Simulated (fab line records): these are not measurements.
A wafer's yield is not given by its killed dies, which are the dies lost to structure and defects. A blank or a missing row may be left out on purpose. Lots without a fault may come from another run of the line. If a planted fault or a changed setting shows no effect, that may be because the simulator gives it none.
Split-lot study || flow n5Finfet || 21 wafers read across 7 lots, on a route 1938 steps long

== ON THE SPLIT ==
At N5_BEOL_M4_TRENCH_ETCH_37 (etches SiOC in C4F6/O2, target depth 55.555 nm, time 29.2 s), the setting biasW was moved away from the recipe's 185 W on 5 of the 21 wafers read, by -16.1% to +12.2%. This setting was run at the recipe's value on the other wafers.

== FROM THE SPLIT TO THE READING: what the file shows between them, 2 steps ==
- N5_BEOL_M4_ETCH_41: etches SiCN in CH3F/O2, target depth 29.9 nm, time 52.5 s
- N5_BEOL_M4_STRIP_97: strips in N2/H2, time 10 s

== THE READING ==
trenchDepthNm, in nm, at N5_BEOL_M4_OCD_MEAS_38. Typical for fault-free wafers on this fab line: 55.7 nm, with standard deviation 1 nm.

{"wafer": "L074.2", "tool, chamber at the split": "rieDiel-04, 1", "biasW as run, W": 185, "against the recipe": "recipe", "trenchDepthNm, nm": 55.3, "against lot-mates on the recipe": "-"}
{"wafer": "L074.3", "tool, chamber at the split": "rieDiel-04, 3", "biasW as run, W": 185, "against the recipe": "recipe", "trenchDepthNm, nm": 55.9, "against lot-mates on the recipe": "-"}
{"wafer": "L074.4", "tool, chamber at the split": "rieDiel-04, 2", "biasW as run, W": 185, "against the recipe": "recipe", "trenchDepthNm, nm": 56.8, "against lot-mates on the recipe": "-"}
{"wafer": "L077.3", "tool, chamber at the split": "rieDiel-04, 3", "biasW as run, W": 185, "against the recipe": "recipe", "trenchDepthNm, nm": 57.2, "against lot-mates on the recipe": "-"}
{"wafer": "L077.4", "tool, chamber at the split": "rieDiel-04, 2", "biasW as run, W": 185, "against the recipe": "recipe", "trenchDepthNm, nm": 56.6, "against lot-mates on the recipe": "-"}
{"wafer": "L077.6", "tool, chamber at the split": "rieDiel-04, 3", "biasW as run, W": 185, "against the recipe": "recipe", "trenchDepthNm, nm": 56.0, "against lot-mates on the recipe": "-"}
{"wafer": "L080.1", "tool, chamber at the split": "rieDiel-05, 2", "biasW as run, W": 207.5, "against the recipe": "+12.2%", "trenchDepthNm, nm": 57.9, "against lot-mates on the recipe": "+4.0"}
{"wafer": "L080.3", "tool, chamber at the split": "rieDiel-05, 1", "biasW as run, W": 207.5, "against the recipe": "+12.2%", "trenchDepthNm, nm": 56.9, "against lot-mates on the recipe": "+3.0"}
{"wafer": "L080.5", "tool, chamber at the split": "rieDiel-05, 0", "biasW as run, W": 185, "against the recipe": "recipe", "trenchDepthNm, nm": 53.9, "against lot-mates on the recipe": "-"}
{"wafer": "L082.1", "tool, chamber at the split": "rieDiel-05, 0", "biasW as run, W": 185, "against the recipe": "recipe", "trenchDepthNm, nm": 54.4, "against lot-mates on the recipe": "-"}
{"wafer": "L082.2", "tool, chamber at the split": "rieDiel-05, 1", "biasW as run, W": 185, "against the recipe": "recipe", "trenchDepthNm, nm": 55.1, "against lot-mates on the recipe": "-"}
{"wafer": "L082.3", "tool, chamber at the split": "rieDiel-05, 3", "biasW as run, W": 185, "against the recipe": "recipe", "trenchDepthNm, nm": 55.5, "against lot-mates on the recipe": "-"}
{"wafer": "L087.2", "tool, chamber at the split": "rieDiel-05, 3", "biasW as run, W": 173.6, "against the recipe": "-6.2%", "trenchDepthNm, nm": 53.8, "against lot-mates on the recipe": -1.4}
{"wafer": "L087.5", "tool, chamber at the split": "rieDiel-05, 2", "biasW as run, W": 185, "against the recipe": "recipe", "trenchDepthNm, nm": 55.5, "against lot-mates on the recipe": "-"}
{"wafer": "L087.6", "tool, chamber at the split": "rieDiel-05, 3", "biasW as run, W": 185, "against the recipe": "recipe", "trenchDepthNm, nm": 54.8, "against lot-mates on the recipe": "-"}
{"wafer": "L095.2", "tool, chamber at the split": "rieDiel-04, 3", "biasW as run, W": 185, "against the recipe": "recipe", "trenchDepthNm, nm": 56.4, "against lot-mates on the recipe": "-"}
{"wafer": "L095.4", "tool, chamber at the split": "rieDiel-04, 2", "biasW as run, W": 185, "against the recipe": "recipe", "trenchDepthNm, nm": 56.6, "against lot-mates on the recipe": "-"}
{"wafer": "L095.5", "tool, chamber at the split": "rieDiel-04, 1", "biasW as run, W": 155.3, "against the recipe": "-16.1%", "trenchDepthNm, nm": 52.4, "against lot-mates on the recipe": -4.1}
{"wafer": "L096.2", "tool, chamber at the split": "rieDiel-02, 3", "biasW as run, W": 185, "against the recipe": "recipe", "trenchDepthNm, nm": 55.5, "against lot-mates on the recipe": "-"}
{"wafer": "L096.4", "tool, chamber at the split": "rieDiel-02, 2", "biasW as run, W": 185, "against the recipe": "recipe", "trenchDepthNm, nm": 56.0, "against lot-mates on the recipe": "-"}
{"wafer": "L096.6", "tool, chamber at the split": "rieDiel-02, 0", "biasW as run, W": 173.4, "against the recipe": "-6.3%", "trenchDepthNm, nm": 54.5, "against lot-mates on the recipe": -1.2}

FIT RESULTS
A straight line over all 21 wafers: trenchDepthNm changes by +0.179 nm for each +1% of biasW; r = +0.77; the points scatter about the line by 0.85 nm.
The same after taking each lot's own level away (the mean of its wafers on the recipe; 21 wafers): +0.265 nm for each +1%; r = +0.96; scatter 0.44 nm.
That fit puts the effect of the largest move of biasW on the reading at 4.3 nm.
Measured against the standard deviation above, the lots' own levels, which go from 53.90 to 56.60 nm, span 2.7 times it.
So the lot-to-lot level blurs the effect unless lot-mates are compared.
Check: with one of the wafers moved furthest among these (-16.1%) left out of the fit, the line predicts -4.27 nm for it against its lot-mates. Against them it came out at -4.1 nm.
Tool readings at the split's step, against how far the setting was moved: rfVppV r = +0.98.

== OTHER SPLITS ON THESE WAFERS ==
Note: prior to the reading, these wafers also went through further splits. Each is held against what the fit with the lots' levels taken away leaves over:
{"other split on the same wafers": "N5_BEOL_M0_ETCH_138 sourceW", "wafers away from the commonest value": 6, "r with trenchDepthNm (lot level and that fit taken away)": -0.06}
{"other split on the same wafers": "N5_BEOL_M0_ETCH_128 sourceW", "wafers away from the commonest value": 7, "r with trenchDepthNm (lot level and that fit taken away)": -0.28}
{"other split on the same wafers": "N5_BEOL_M1_COAT_68 spinRpm", "wafers away from the commonest value": 10, "r with trenchDepthNm (lot level and that fit taken away)": -0.11}
{"other split on the same wafers": "N5_BEOL_M1_ETCH_77 sourceW", "wafers away from the commonest value": 7, "r with trenchDepthNm (lot level and that fit taken away)": -0.22}
{"other split on the same wafers": "N5_BEOL_M3_ILD_DEP_00 timeS", "wafers away from the commonest value": 8, "r with trenchDepthNm (lot level and that fit taken away)": -0.04}
{"other split on the same wafers": "N5_BEOL_M3_COAT_05 spinRpm", "wafers away from the commonest value": 9, "r with trenchDepthNm (lot level and that fit taken away)": -0.30}

== THE WHOLE CHAIN: every reading that the file lists as answering this split, in the file's order ==
{"step": "N5_BEOL_M4_TRENCH_ETCH_37", "what it does": "etches SiOC in C4F6/O2, target depth 55.555 nm, time 29.2 s", "reading": "rfVppV", "change (the file's fit)": "+4.94 V for each +1% of the setting", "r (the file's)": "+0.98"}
{"step": "N5_BEOL_M4_TRENCH_ETCH_37", "what it does": "etches SiOC in C4F6/O2, target depth 55.555 nm, time 29.2 s", "reading": "etch.depthNm (the simulator's own value, which no gauge read)", "change (the file's fit)": "+0.261 nm for each +1% of the setting", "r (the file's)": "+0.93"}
{"step": "N5_BEOL_M4_TRENCH_ETCH_37", "what it does": "etches SiOC in C4F6/O2, target depth 55.555 nm, time 29.2 s", "reading": "BEOL_M4.featureDepthNm (the simulator's own value, which no gauge read)", "change (the file's fit)": "+0.263 nm for each +1% of the setting", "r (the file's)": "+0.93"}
{"step": "N5_BEOL_M4_OCD_MEAS_38", "what it does": "", "reading": "trenchDepthNm", "change (the file's fit)": "+0.256 nm for each +1% of the setting", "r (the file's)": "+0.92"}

== FILE'S OWN FIT ==
trenchDepthNm changes by +0.256 nm for each +1% of biasW, r = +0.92.
